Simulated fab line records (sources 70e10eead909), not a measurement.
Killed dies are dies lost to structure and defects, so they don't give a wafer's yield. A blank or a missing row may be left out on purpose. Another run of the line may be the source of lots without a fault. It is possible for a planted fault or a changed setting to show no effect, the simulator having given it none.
Chamber matching | flow nandHarc | 4 sister chambers for NHARC_A_SLIT_DESCUM_14 on rieDiel-04
The step chemistry O2, time 3 s. 8 wafers are shown with their chamber, then 9 later ones without.

WAFERS PAIRED WITH THEIR CHAMBERS
wafer  | chamber | drypumpMotorCurrentA (A) | oesProductAu (a.u.)
L086.1 | 0       | 6.1                      | 1.003
L086.5 | 0       | 6.2                      | 1.011
L084.2 | 3       | 5.8                      | 1.020
L084.3 | 1       | 5.6                      | 0.991
L084.6 | 2       | 5.3                      | 1.017
L087.1 | 3       | 5.8                      | 1.026
L087.4 | 2       | 5.3                      | 1.022
L087.6 | 1       | 5.5                      | 0.993

WAFERS WITH NO CHAMBER GIVEN
wafer  | drypumpMotorCurrentA (A) | oesProductAu (a.u.)
L090.2 | 5.4                      | 1.000
L090.3 | 6.1                      | 0.989
L090.5 | 5.3                      | 1.011
L093.1 | 5.3                      | 1.011
L093.2 | 5.5                      | 1.007
L093.3 | 6.1                      | 0.990
L096.1 | 5.8                      | 1.016
L096.3 | 5.4                      | 1.024
L096.6 | 5.4                      | 1.011

EACH ONE'S CHAMBER
wafer  | from the rows above     | in truth
L090.2 | can't be placed: 1 or 2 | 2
L090.3 | 0                       | 0
L090.5 | 2                       | 2
L093.1 | 2                       | 2
L093.2 | can't be placed: 1 or 2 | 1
L093.3 | 0                       | 0
L096.1 | 3                       | 3
L096.3 | 2                       | 2
L096.6 | 2                       | 2
Placed correctly: 7 of 9. Unplaceable from these rows: 2, with the true chamber sitting among the candidates in 2. Number placed wrongly: 0.
How it was worked out, from the rows above alone: a wafer's distance from a chamber is the root of the sum, over the readings, of the square of ((its reading less the chamber's mean) divided by the reading's scatter). The wafer belongs to the nearest chamber; if the next one is less than 2 further off, it can't be placed. Each chamber's mean is taken over the wafers shown for it. The scatter: take each reading less its chamber's mean, square it, sum over the shown wafers, divide by the number of wafers less the number of chambers, and take the root.
